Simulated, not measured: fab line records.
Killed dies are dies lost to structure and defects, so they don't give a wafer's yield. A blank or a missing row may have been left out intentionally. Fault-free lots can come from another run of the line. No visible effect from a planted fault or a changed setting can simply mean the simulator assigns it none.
Lot-split experiment -- flow n5 finfet -- 7 lots, 39 wafers read, on a route of 1938 steps

## SPLIT DETAILS
At N5_BEOL_M2_DESCUM_16 (chemistry O2, time 7 s), the setting time s was moved away from the recipe's 7 s on 12 of the 39 wafers read, by -31.5% to +47.4%. For the rest of the wafers, this setting stayed at what the recipe calls for.

The reading is taken at the split's own step.

## THE READING
CAR-EUV_of_BEOL_M2_COAT_05.thk nm (the simulator's own value, which no gauge read), in nm, at N5_BEOL_M2_DESCUM_16 (chemistry O2, time 7 s). The file gives no usual value for it. Here, 27 wafers ran the recipe; their average is 26.0 nm with a standard deviation of 0.063 nm.

wafer,"tool, chamber at the split","time s as run, s",against the recipe,"CAR-EUV_of_BEOL_M2_COAT_05.thk nm, nm",against lot-mates on the recipe
L082.1,"rie diel-06, 1,2,1",4.798,-31.5%,27,+1.0
L082.5,"rie diel-06, 1,2,1",4.798,-31.5%,27,+1.0
L082.6,"rie diel-06, 1,2,1",4.798,-31.5%,27,+1.0
L082.2,"rie diel-06, 2,0,0",7,recipe,26,-
L082.3,"rie diel-06, 2,0,0",7,recipe,26,-
L082.4,"rie diel-06, 2,0,0",7,recipe,26,-
L086.1,"rie diel-01, 2,3,0",7,recipe,26,-
L086.2,"rie diel-01, 2,3,0",7,recipe,26,-
L086.4,"rie diel-01, 2,3,0",7,recipe,26,-
L086.3,"rie diel-01, 1,3,0",9.147,+30.7%,25,-1.0
L086.5,"rie diel-01, 1,3,0",9.147,+30.7%,25,-1.0
L086.6,"rie diel-01, 1,3,0",9.147,+30.7%,25,-1.0
L088.1,"rie diel-01, 3",10.13,+44.7%,24.4,-1.6
L088.2,"rie diel-01, 2,2,3",7,recipe,26,-
L088.5,"rie diel-01, 2,2,3",7,recipe,26,-
L088.6,"rie diel-01, 2,2,3",7,recipe,26,-
L088.3,"rie diel-01, 0,1",10.13,+44.7%,24.6,-1.4
L088.4,"rie diel-01, 0,1",10.13,+44.7%,24.6,-1.4
L089.1,"rie diel-04, 1,2,1",7,recipe,26,-
L089.4,"rie diel-04, 1,2,1",7,recipe,26,-
L089.5,"rie diel-04, 1,2,1",7,recipe,26,-
L089.2,"rie diel-04, 3,0,2",7,recipe,26.2,-
L089.3,"rie diel-04, 3,0,2",7,recipe,26.2,-
L089.6,"rie diel-04, 3,0,2",7,recipe,26.2,-
L092.1,"rie diel-01, 3,0,2,1,3,0",7,recipe,26,-
L092.2,"rie diel-01, 3,0,2,1,3,0",7,recipe,26,-
L092.3,"rie diel-01, 3,0,2,1,3,0",7,recipe,26,-
L092.4,"rie diel-01, 3,0,2,1,3,0",7,recipe,26,-
L092.5,"rie diel-01, 3,0,2,1,3,0",7,recipe,26,-
L092.6,"rie diel-01, 3,0,2,1,3,0",7,recipe,26,-
L093.2,"rie diel-04, 1,0,2",7,recipe,26,-
L093.3,"rie diel-04, 1,0,2",7,recipe,26,-
L093.5,"rie diel-04, 1,0,2",7,recipe,26,-
L097.1,"rie diel-01, 3",10.32,+47.4%,24.2,-1.8
L097.5,"rie diel-01, 3",10.32,+47.4%,24.2,-1.8
L097.2,"rie diel-01, 0,2,1",7,recipe,26,-
L097.3,"rie diel-01, 0,2,1",7,recipe,26,-
L097.4,"rie diel-01, 0,2,1",7,recipe,26,-
L097.6,"rie diel-01, 2",10.32,+47.4%,24.4,-1.6
If several chambers appear in one row, that row covers several wafers at once and the file leaves open which wafer was in which chamber.

FIT RESULTS
A straight line over all 39 wafers: CAR-EUV_of_BEOL_M2_COAT_05.thk nm changes by -0.0341 nm for each +1% of time s; r = -0.99; the points scatter about the line by 0.081 nm.
The same after taking each lot's own level away (the mean of its wafers on the recipe; 39 wafers): -0.0338 nm for each +1%; r = -1.00; scatter 0.07 nm.
According to that fit, moving time s by its largest amount changes the reading by 1.6 nm.
The lots' own levels span 26.00 to 26.10 nm, that is 1.6 times the standard deviation above.
The two slopes agree, so the slope changes little with the lot-to-lot level.
Check: for one of the wafers moved furthest among these (+47.4%), held out of the fit, the line's prediction against its lot-mates is -1.59 nm. It came out at -1.8 nm against them.

## ADDITIONAL SPLITS CARRIED BY THESE WAFERS
These wafers also went through other splits before the reading. Each is held against what the fit with the lots' levels taken away leaves over:
other split on the same wafers,wafers away from the commonest value,r with CAR-EUV_of_BEOL_M2_COAT_05.thk nm (lot level and that fit taken away)
N5_PMOS_HMC_CHANNEL_EPI_HM_DEP_34 target thk a,18,+0.01
N5_DUMMY_GATE_CVD_03 target thk a,24,+0.05
N5_SD_EPI_N_DEVELOP_08 develop time s,15,-0.02
N5_MOL_CONTACT_COAG_ETCH_106 target depth a,12,-0.03
N5_BEOL_M0_SAQP_PECVD_04 time s,15,-0.18

## THE FILE'S OWN FIT
CAR-EUV_of_BEOL_M2_COAT_05.thk nm changes by -0.034 nm for each +1% of time s, r = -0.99.
